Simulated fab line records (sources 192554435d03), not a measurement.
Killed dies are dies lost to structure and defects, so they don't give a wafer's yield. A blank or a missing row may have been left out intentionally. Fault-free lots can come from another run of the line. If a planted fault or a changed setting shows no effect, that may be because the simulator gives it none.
Chamber matching + flow n5 finfet + N5_BEOL_M4_ALD_98 on ald sin-01 has 4 sister chambers
The step deposits SiO2, target thk 2.5 nm, pulse time 1 s, co reactant pulse time 1 s. 8 wafers are shown with their chamber, then 8 later ones without.

== WAFERS WITH THEIR CHAMBER ==
| wafer  | chamber | heater power w (W) | precursor pulse height rel |
|--------|---------|--------------------|----------------------------|
| L078.4 | 0       | 73                 | 1.017                      |
| L084.3 | 2       | 77                 | 0.986                      |
| L085.5 | 1       | 73                 | 1.021                      |
| L085.6 | 0       | 74                 | 1.028                      |
| L087.2 | 3       | 79                 | 1.012                      |
| L087.4 | 1       | 72                 | 1.003                      |
| L087.6 | 3       | 81                 | 0.978                      |
| L088.2 | 2       | 77                 | 0.960                      |

== WAFERS WHOSE CHAMBER IS MISSING ==
| wafer  | heater power w (W) | precursor pulse height rel |
|--------|--------------------|----------------------------|
| L088.3 | 74                 | 0.952                      |
| L088.5 | 76                 | 1.023                      |
| L091.2 | 72                 | 1.011                      |
| L091.4 | 74                 | 0.978                      |
| L091.6 | 71                 | 0.962                      |
| L095.1 | 76                 | 1.016                      |
| L095.5 | 80                 | 0.979                      |
| L095.6 | 75                 | 0.988                      |

== CHAMBER TAKEN BY EACH ==
| wafer  | from the rows above               | in truth |
|--------|-----------------------------------|----------|
| L088.3 | can't be placed: 2 or 1 or 0      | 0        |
| L088.5 | can't be placed: 0 or 2 or 1      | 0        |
| L091.2 | can't be placed: 1 or 0           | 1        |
| L091.4 | can't be placed: 1 or 0 or 2      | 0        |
| L091.6 | can't be placed: 1 or 0           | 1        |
| L095.1 | can't be placed: 2 or 0 or 1 or 3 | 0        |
| L095.5 | 3                                 | 3        |
| L095.6 | can't be placed: 2 or 0 or 1      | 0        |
Placed correctly: 1 of 8. Unplaceable from these rows: 7, with the true chamber sitting among the candidates in 7. 0 placed wrongly.
How it was worked out, from the rows above alone: a wafer's distance from a chamber is the root of the sum, over the readings, of the square of ((its reading less the chamber's mean) divided by the reading's scatter). The wafer belongs to the nearest chamber; if the next one is less than 2 further off, it can't be placed. A chamber's mean is the mean of its shown wafers. The scatter: take each reading less its chamber's mean, square it, sum over the shown wafers, divide by the number of wafers less the number of chambers, and take the root.
